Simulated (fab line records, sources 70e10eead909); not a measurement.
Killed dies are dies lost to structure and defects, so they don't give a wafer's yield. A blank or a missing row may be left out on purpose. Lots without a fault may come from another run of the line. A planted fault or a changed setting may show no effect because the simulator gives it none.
A struck lot beside a sound one | flow nand_harc | 12 steps out of a route of 1159
Sound: wafers L485.2, L485.4, L485.6. Struck: wafer L498.6. (L498.5 of the same lot was not struck and is left out.) The cause comes at the end.
At each step with rows: each side's tool, then ch and its chambers, then its first start. Under that, the readings that differ: sound wafers | struck wafers | difference of the means | sigmas: that difference in standard deviations of wafers without a fault.
alike: readings whose means differ by less than 2 such deviations, and words and numbers that are the same on both sides. not compared: withheld readings, readings that some wafer has no value for, bounds like >300 that may hide the same value, and numbers for which the record gives no deviation and whose values overlap.
The two part at a step that has a row with sigmas, a row that says differs or no value, or rows on one side only. Numbers that don't overlap but have no deviation are shown without sigmas and don't part them. A reading that every wafer of one side lacks parts them only if that side has two wafers or more.

first, 9 steps without rows for these wafers: NHARC_A_STAIRCASE_DEHYDRATE_433 (time 120 s); NHARC_A_STAIRCASE_HMDS_434 (time 30 s); NHARC_A_STAIRCASE_COAT_435; NHARC_A_STAIRCASE_SOFTBAKE_436 (time 170 s); NHARC_A_STAIRCASE_EBR_437; NHARC_A_STAIRCASE_EXPOSE_438 (exposes mask STAIR REV); NHARC_A_STAIRCASE_PEB_439 (peb time 130 s); NHARC_A_STAIRCASE_DEVELOP_440 (time 140 s); NHARC_A_STAIRCASE_HARDBAKE_442 (time 140 s).
NHARC_A_STAIRCASE_DESCUM_443: chemistry O2, time 3 s.
  sound on rie_diel-09 ch 1,2,3, day 15 09:19; struck on rie_diel-10 ch 0, day 18 17:31
  reading                | sound                | struck | difference | sigmas
  throttle_valve_pct (%) | 11.301 11.327 11.333 | 11.299 | -0.021     | -2
  alike: drypump_motor_current_A, oes_product_au, rf_vpp_V, showerhead_plenum_p_Torr
  not compared: rf_hours_counter_h
NHARC_A_STAIRCASE_ETCH_444: etches the open film in C4F8/O2, target depth 10200 nm, time 3400 s.
  sound on rie_diel-09 ch 0,2,3, day 15 09:25; struck on rie_diel-10 ch 0, day 18 19:56
  reading          | sound                | struck | difference | sigmas
  run_length_s (s) | 3421.5 3422.3 3421.6 | 4883.7 | +1461.9    | +99 or more
  alike: oes_product_au, rf_vpp_V
  not compared: rf_hours_counter_h
-- the record jumps here: 6 days lie between the struck wafers' starts before and after (it left off in module A_STAIRCASE and takes up again in module END, whose first step shown is number 1159 of the route) --
NHARC_END_SORT_01:
  the record has rows for the struck wafers here (prober-01 ch 0, day 25 02:11) and none for the sound ones

WHERE THEY PART
First at NHARC_A_STAIRCASE_DESCUM_443; last, within this record, at NHARC_END_SORT_01.

WHY: what the simulator had put in
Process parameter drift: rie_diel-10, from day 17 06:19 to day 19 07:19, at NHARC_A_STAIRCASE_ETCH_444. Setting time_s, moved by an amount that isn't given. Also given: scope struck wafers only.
